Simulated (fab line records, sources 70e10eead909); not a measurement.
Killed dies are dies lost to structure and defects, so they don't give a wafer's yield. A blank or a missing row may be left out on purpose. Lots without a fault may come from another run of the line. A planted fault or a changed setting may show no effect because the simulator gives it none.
fab line records | flow nand_harc
record lots=7 wafers=21 last_day=33
route steps=1302 shown P_M0@262
lots that met no fault: from a run of the same line without faults
start_h: hours from the record's first day to the start of the lot's first wafer shown | wait_h: hours since the lot's step before | " the same as in the row above | L1.1+2: a row that stands for several wafers | - no value, or no start given | * or withheld: withheld | < > ~ a bound
route shown NAME@n: a module of which the file shows steps, and the number in the route of the first | usual: mean/standard deviation of fault-free wafers | same: alike in all rows | chamber/n: place in a boat | sites: the reading at each site | _std_site: their standard deviation | _edge_site: outer sites' mean less inner sites' | radius_mm: how far each site lies from the wafer's centre | mask NAME#n: copy n | behind: the tool/chamber that last shaped the wafer | hold: why the lot was held/for how many hours/how that ended | device: the transistor (n, p or np) that didn't switch | end of line: the same wafers' tests at the end of the route | a step without rows: its recipe alone | killed: dies lost to structure and defects at the first sort, not the wafer's yield | map: a wafer's dies, x killed, . not, _ none there
set.NAME: the setting as run; set.NAME@STEP: as run at that earlier step | model.NAME: the simulator's own value behind a step, which no gauge read
lots at some steps of the route; a table a step, a row a wafer
services: from which hour (start_h, from the record's first day; less than 0 if before it) a tool's chamber was out of use, for how many hours, and why
## steps
# step NHARC_P_M0_DEVELOP_08
# recipe develop_time_s=35 dev_temp_c=23
# step NHARC_P_M0_CD_MEAS_09
# recipe target_cd_nm=90 landing_energy_ev=500
# usual cd_nm=89.8/0.54
# columns lot.wafer tool chamber start_h wait_h cd_nm
L328.1 cd_sem-03 0 134.05 - 89.2
L328.4 " 0 " " 89.4
L328.6 " 0 " " 89.1
L333.3 cd_sem-02 0 182.42 - 89.5
L333.5 " 0 " " 89.5
L333.6 " 0 " " 90.0
L334.1 cd_sem-02 0 192.11 - 89.9
L334.4 " 0 " " 89.9
L334.6 " 0 " " 89.0
L335.1 cd_sem-03 0 197.77 - 89.5
L335.3 " 0 " " 89.8
L335.5 " 0 " " 89.5
L344.2 cd_sem-02 0 290.62 - 89.8
L344.4 " 0 " " 89.7
L344.5 " 0 " " 89.4
L347.3 cd_sem-01 0 320.87 - 90.1
L347.4 " 0 " " 89.8
L347.5 " 0 " " 90.0
L348.1 cd_sem-02 0 335.43 - 90.9
L348.3 " 0 " " 90.8
L348.6 " 0 " " 90.4
# step NHARC_P_M0_OVL_MEAS_10
# recipe pitch_nm=180
# usual overlay_x_nm=-0.2/0.88 overlay_y_nm=0.1/0.86
# columns lot.wafer tool chamber start_h wait_h overlay_x_nm overlay_y_nm
L328.1 overlay-02 - 134.14 - -0.3 -0.4
L328.4 " - " " 0.0 -0.1
L328.6 " - " " 0.4 -0.4
L333.3 overlay-02 - 182.51 - -1.2 -0.2
L333.5 " - " " -1.0 0.6
L333.6 " - " " -0.6 0.2
L334.1 overlay-01 - 192.20 - 0.8 -1.8
L334.4 " - " " 1.0 -2.1
L334.6 " - " " 0.4 -1.7
L335.1 overlay-01 - 197.86 - 0.1 -0.3
L335.3 " - " " -0.3 0.1
L335.5 " - " " 0.0 -0.3
L344.2 overlay-01 - 290.71 - 0.9 0.4
L344.4 " - " " 0.8 -0.1
L344.5 " - " " 1.6 0.2
L347.3 overlay-01 - 320.95 - -1.0 0.3
L347.4 " - " " -0.4 0.6
L347.5 " - " " -1.3 0.7
L348.1 overlay-01 - 335.52 - -2.0 1.2
L348.3 " - " " -1.7 1.0
L348.6 " - " " -2.9 1.3
# step NHARC_P_M0_INSPECT_11
# usual raw_defect_count=4.4/2.6
# columns lot.wafer tool chamber start_h wait_h raw_defect_count
L328.1 defect_inspect-02 - 134.17 0.0 7
L328.4 " - " " 5
L328.6 " - " " 9
L333.3 defect_inspect-02 - 182.54 0.0 0
L333.5 " - " " 2
L333.6 " - " " 5
L334.1 defect_inspect-02 - 192.24 0.0 2
L334.4 " - " " 7
L334.6 " - " " 3
L335.1 defect_inspect-01 - 197.90 0.0 16
L335.3 " - " " 7
L335.5 " - " " 6
L344.2 defect_inspect-02 - 290.74 0.0 4
L344.4 " - " " 3
L344.5 " - " " 4
L347.3 defect_inspect-02 - 320.99 0.0 6
L347.4 " - " " 2
L347.5 " - " " 4
L348.1 defect_inspect-02 - 335.56 0.0 6
L348.3 " - " " 8
L348.6 " - " " 2
# step NHARC_P_M0_DESCUM_14
# recipe time_s=3 o2_flow_sccm=200 ar_flow_sccm=0 bias_power_w=0 chemistry=O2
# usual drypump_motor_current_A=5.65/0.27 oes_product_au=1.004/0.0087 rf_vpp_V=57.9/0.98 showerhead_plenum_p_Torr=1.95/0.077 throttle_valve_pct=11.311/0.0096
# columns lot.wafer tool chamber start_h wait_h drypump_motor_current_A oes_product_au rf_hours_counter_h rf_vpp_V showerhead_plenum_p_Torr throttle_valve_pct
L328.1 rie_diel-08 1 134.23 0.1 6.10 1.000 18 57.7 1.90 11.308
L328.4 " 0 " " 5.65 0.995 16 58.0 1.91 11.300
L328.6 " 1 " " 6.08 1.007 - 56.0 1.90 11.326
L333.3 rie_diel-08 2 182.60 0.1 5.30 1.005 27 61.1 2.02 11.320
L333.5 " 2 " " 5.29 1.018 - 58.5 2.02 11.315
L333.6 " 3 " " 5.58 1.011 - 58.0 2.04 11.318
L334.4 rie_diel-01 0 192.32 0.1 5.58 0.980 55 58.8 1.89 11.311
L334.1 " 1 " " 5.38 0.979 53 57.8 1.76 11.316
L334.6 " 2 " " 6.04 0.991 - 56.4 1.96 11.321
L335.3 rie_diel-01 3 197.98 0.1 5.79 1.005 38 56.8 1.84 11.303
L335.1 " 0 " " 5.59 0.994 56 57.0 1.89 11.325
L335.5 " 3 " " 5.77 1.006 - 57.4 1.84 11.313
L344.2 rie_diel-01 3 290.81 0.1 5.71 1.013 28 56.2 1.83 11.313
L344.4 " 0 " " 5.61 0.998 24 56.4 1.88 11.316
L344.5 " 3 " " 5.76 1.009 - 57.6 1.83 11.321
L347.3 rie_diel-08 3 321.05 0.1 5.59 1.000 23 57.5 2.03 11.310
L347.5 " 3 " " 5.61 1.002 - 57.3 2.03 11.318
L347.4 " 2 " " 5.29 1.008 - 59.8 2.02 11.309
L348.1 rie_diel-08 3 335.62 0.1 5.59 0.996 24 58.2 2.03 11.317
L348.3 " 1 " " 6.14 1.010 22 58.2 1.89 11.306
L348.6 " 3 " " 5.58 1.002 - 57.7 2.03 11.327
# step NHARC_P_M0_ETCH_34
# recipe target_depth_a=400 overetch_a=120 time_s=43.94 ion_energy_ev=200 n2_flow_sccm=150 h2_flow_sccm=150 ar_flow_sccm=0 rf_w=400 bias_w=150 chemistry=N2/H2
# step NHARC_P_M0_ETCH_15
# recipe target_depth_a=1500 overetch_a=150 time_s=82.5 c4f8_flow_sccm=withheld ar_flow_sccm=400 rf_w=600 bias_w=300 chemistry=C4F8/Ar
# usual oes_product_au=0.960/0.019 rf_vpp_V=442.0/2.4
# columns lot.wafer tool chamber start_h wait_h oes_product_au rf_hours_counter_h rf_vpp_V
L328.4 rie_diel-08 1 - - 0.979 18 439.4
L328.1 " 3 " " 0.984 16 444.2
L328.6 " 0 " " 0.978 - 440.6
L333.3 rie_diel-08 0 - - 0.976 23 440.5
L333.6 " 2 " " 0.973 - 443.7
L333.5 " 3 " " 0.969 - 443.1
L334.4 rie_diel-01 3 - - 0.925 36 438.7
L334.1 " 0 " " 0.923 55 439.4
L334.6 " 3 " " 0.926 - 440.4
L335.1 rie_diel-01 2 - - 0.958 61 442.6
L335.3 " 1 " " 0.947 55 435.4
L335.5 " 2 " " 0.944 - 440.4
L344.4 rie_diel-01 3 - - 0.949 28 438.1
L344.2 " 0 " " 0.963 24 440.9
L344.5 " 1 " " 0.969 - 446.3
L347.3 rie_diel-08 2 - - 0.960 22 443.1
L347.4 " 0 " " 0.960 - 439.4
L347.5 " 3 " " 0.965 - 445.6
L348.1 rie_diel-08 0 - - 0.951 18 441.5
L348.3 " 1 " " 0.979 22 440.9
L348.6 " 0 " " 0.956 - 442.4
# step NHARC_P_M0_CD_MEAS_16
# usual cd_nm=89.8/0.66
# columns lot.wafer tool chamber start_h wait_h cd_nm
L328.1 cd_sem-01 - 134.53 - 89.6
L328.4 " - " " 89.1
L328.6 " - " " 89.1
L333.3 cd_sem-03 - 182.91 - 89.0
L333.5 " - " " 88.6
L333.6 " - " " 89.5
L334.1 cd_sem-03 - 192.60 - 89.8
L334.4 " - " " 90.2
L334.6 " - " " 89.0
L335.1 cd_sem-01 - 198.58 - 89.0
L335.3 " - " " 89.3
L335.5 " - " " 89.3
L344.2 cd_sem-03 - 291.11 - 89.1
L344.4 " - " " 88.4
L344.5 " - " " 89.0
L347.3 cd_sem-02 - 321.40 - 89.9
L347.4 " - " " 90.3
L347.5 " - " " 90.1
L348.1 cd_sem-02 - 335.92 - 90.8
L348.3 " - " " 90.7
L348.6 " - " " 90.0
# step NHARC_P_M0_STRIP_18
# recipe power_w=1000 n2_flow_sccm=150 h2_flow_sccm=150 ar_flow_sccm=0 bias_w=0 chemistry=N2/H2
# usual drypump_motor_current_A=5.67/0.29 oes_product_au=1.003/0.0077 rf_vpp_V=90.8/0.91 showerhead_plenum_p_Torr=2.07/0.086 throttle_valve_pct=14.171/0.0089
# columns lot.wafer tool chamber start_h wait_h drypump_motor_current_A oes_product_au rf_hours_counter_h rf_vpp_V showerhead_plenum_p_Torr throttle_valve_pct
L328.4 rie_diel-08 2 134.63 0.1 5.30 1.007 19 92.2 2.16 14.167
L328.1 " 0 " " 5.64 0.994 16 91.1 2.04 14.168
L328.6 " 1 " " 6.14 1.012 - 90.5 2.02 14.181
L333.3 rie_diel-08 3 183.06 0.1 5.56 0.999 24 92.3 2.18 14.180
L333.5 " 0 " " 5.63 0.988 - 91.1 2.03 14.155
L333.6 " 1 " " 6.14 1.002 - 89.9 2.02 14.178
L334.1 rie_diel-01 0 192.73 0.1 5.59 0.979 55 89.9 2.01 14.173
L334.4 " 2 " " 6.05 0.996 59 90.7 2.09 14.166
L334.6 " 3 " " 5.74 0.992 - 89.7 1.96 14.154
L335.3 rie_diel-01 0 198.66 0.1 5.59 0.990 57 91.1 2.01 14.157
L335.1 " 1 " " 5.39 1.006 55 89.3 1.87 14.174
L335.5 " 1 " " 5.38 1.004 - 90.2 1.87 14.160
L344.4 rie_diel-01 2 291.18 0.1 6.05 1.009 30 90.6 2.08 14.175
L344.2 " 1 " " 5.41 1.005 26 90.7 2.21 14.179
L344.5 " 3 " " 5.76 1.015 - 91.3 1.95 14.177
L347.3 rie_diel-08 3 321.47 0.1 5.59 0.996 23 91.5 2.17 14.165
L347.4 " 3 " " 5.58 0.996 - 91.6 2.17 14.174
L347.5 " 0 " " 5.65 1.012 - 90.4 2.03 14.186
L348.3 rie_diel-08 0 335.99 0.1 5.65 0.999 18 89.4 2.03 14.163
L348.1 " 2 " " 5.29 1.002 22 90.6 2.15 14.169
L348.6 " 0 " " 5.64 1.012 - 90.0 2.03 14.189
# step NHARC_P_M0_STRIP_19
# recipe time_s=600 temp_c=30 chemistry=post_etch_residue_remover
# step NHARC_P_M0_DEGAS_28
# recipe temp_c=250 time_s=60
# step NHARC_P_M0_PRE_CLEAN_29
# recipe time_s=30 temp_c=280 gas=H2/He
# usual heater_power_w=401/39
# columns lot.wafer tool chamber start_h wait_h heater_power_w
L328.4 pvd_sputter-03 - - - 442
L328.1 " - " " 387
L328.6 " - " " 447
L333.3 pvd_sputter-01 - - - 355
L333.6 " - " " 340
L333.5 " - " " 430
L334.1 pvd_sputter-02 - - - 412
L334.4 " - " " 386
L334.6 " - " " 380
L335.3 pvd_sputter-02 - - - 324
L335.1 " - " " 407
L335.5 " - " " 396
L344.4 pvd_sputter-01 - - - 431
L344.2 " - " " 364
L344.5 " - " " 416
L347.3 pvd_sputter-03 - - - 366
L347.4 " - " " 468
L347.5 " - " " 375
L348.3 pvd_sputter-02 - - - 326
L348.1 " - " " 438
L348.6 " - " " 316
# step NHARC_P_M0_PVD_20
# recipe target_thk_a=50 bias_v=168.6 power_w=15000 chamber_pressure_pa=0.12 time_s=8.06 substrate_temp_c=50 material=TaN
# usual bias_v=168.5/1.7 cathode_dc_power_W=15000/2.9 throttle_valve_pct=30.0/1.2
# columns lot.wafer tool chamber start_h wait_h bias_v cathode_dc_power_W throttle_valve_pct
L328.4 pvd_sputter-03 - 135.28 - 170.2 14999 30.3
L328.1 " - " " 167.9 15000 28.5
L328.6 " - " " 166.1 15002 31.0
L333.3 pvd_sputter-01 - 183.64 - - - -
L333.5 " - " " - - -
L333.6 " - " " - - -
L334.1 pvd_sputter-02 - 193.38 - - - -
L334.4 " - " " - - -
L334.6 " - " " - - -
L335.1 pvd_sputter-02 - 199.32 - - - -
L335.3 " - " " - - -
L335.5 " - " " - - -
L344.4 pvd_sputter-01 - 291.87 - 168.0 14999 30.9
L344.2 " - " " 167.9 15000 29.9
L344.5 " - " " 168.4 14996 29.5
L347.4 pvd_sputter-03 - 322.20 - 169.4 15002 29.8
L347.3 " - " " 167.6 14997 31.0
L347.5 " - " " 171.8 15004 31.2
L348.1 pvd_sputter-02 - 336.65 - 168.3 14996 31.0
L348.3 " - " " 166.6 14998 29.1
L348.6 " - " " 170.8 15003 28.6
# step NHARC_P_M0_PVD_21
# recipe target_thk_a=300 chamber_pressure_pa=5 power_w=5000 substrate_temp_c=30 time_s=20.49 material=Cu
# usual cathode_dc_power_W=5000.1/0.98 chamber_pressure_pa=4.999/0.0095 throttle_valve_pct=29.9/1.2
# columns lot.wafer tool chamber start_h wait_h cathode_dc_power_W chamber_pressure_pa throttle_valve_pct
L328.4 pvd_sputter-03 - - - 4998.5 5.008 28.9
L328.1 " - " " 5001.0 5.019 29.5
L328.6 " - " " 4999.4 4.996 30.7
L333.3 pvd_sputter-01 - - - 5000.3 4.994 31.3
L333.5 " - " " 5000.3 4.996 31.3
L333.6 " - " " 4999.7 5.000 30.7
L334.1 pvd_sputter-02 - - - 5000.6 4.993 31.8
L334.4 " - " " 5000.1 4.986 29.1
L334.6 " - " " 5000.1 5.010 29.2
L335.1 pvd_sputter-02 - - - 4999.7 5.009 29.3
L335.3 " - " " 5000.7 4.990 32.2
L335.5 " - " " 5001.1 4.992 29.2
L344.2 pvd_sputter-01 - - - 4999.9 4.993 29.3
L344.4 " - " " 5000.5 4.991 31.0
L344.5 " - " " 5001.4 5.006 29.6
L347.4 pvd_sputter-03 - - - 5000.4 4.985 30.9
L347.3 " - " " 5001.3 4.991 29.8
L347.5 " - " " 5000.9 5.016 31.0
L348.1 pvd_sputter-02 - - - 4999.7 4.997 28.8
L348.3 " - " " 4999.4 5.009 31.0
L348.6 " - " " 4998.0 5.022 28.5
## services
# columns tool chamber start_h hours kind
pvd_sputter-02 - 111.05 1.6 repair
rie_diel-08 0 120.81 - clean
rie_diel-08 1 120.81 - clean
rie_diel-08 2 120.81 - clean
rie_diel-08 3 120.81 - clean
rie_diel-01 1 138.30 14.6 repair
rie_diel-08 0 145.31 - clean
rie_diel-08 1 145.31 - clean
rie_diel-08 2 145.31 - clean
pvd_sputter-03 - 170.00 10.0 pm
rie_diel-08 0 174.86 7.6 repair
rie_diel-08 - 191.55 9.0 pm
pvd_sputter-03 - 193.04 1.6 repair
rie_diel-08 0 204.61 9.4 repair
rie_diel-01 - 206.51 9.0 pm
pvd_sputter-01 - 226.00 10.0 pm
pvd_sputter-02 - 239.32 1.3 repair
pvd_sputter-01 - 267.30 2.8 repair
pvd_sputter-02 - 282.09 10.0 pm
pvd_sputter-03 - 286.01 6.8 repair
rie_diel-01 3 306.00 3.1 repair
rie_diel-08 1 318.78 7.6 repair
pvd_sputter-03 - 333.78 6.7 repair
rie_diel-01 0 335.22 2.6 repair
## key
first_sign step=NHARC_P_M0_PVD_20 reading=tool_record direction=missing
effect none on later readings
met_at NHARC_P_M0_PVD_20
struck_wafers L333.3,L333.5,L333.6,L334.1,L334.4,L334.6,L335.1,L335.3,L335.5
later_rows_left_out L333.3,L333.5,L333.6,L334.1,L334.4,L334.6,L335.1,L335.3,L335.5
sort_left_out L333.3,L333.5,L333.6,L334.1,L334.4,L334.6,L335.1,L335.3,L335.5
fault kind=skipped_step_whole tool=pvd_sputter-01,pvd_sputter-02 chamber=- onset_h=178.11 steps=NHARC_P_M0_PVD_20 scope=struck_lots_only
# sort_left_out: the simulated sort isn't trusted on such a fault, so these wafers' sort isn't shown, and their yield isn't known
# later_rows_left_out: the simulator's readings of these wafers behind a module that went badly wrong aren't trusted and aren't shown, but for the sort
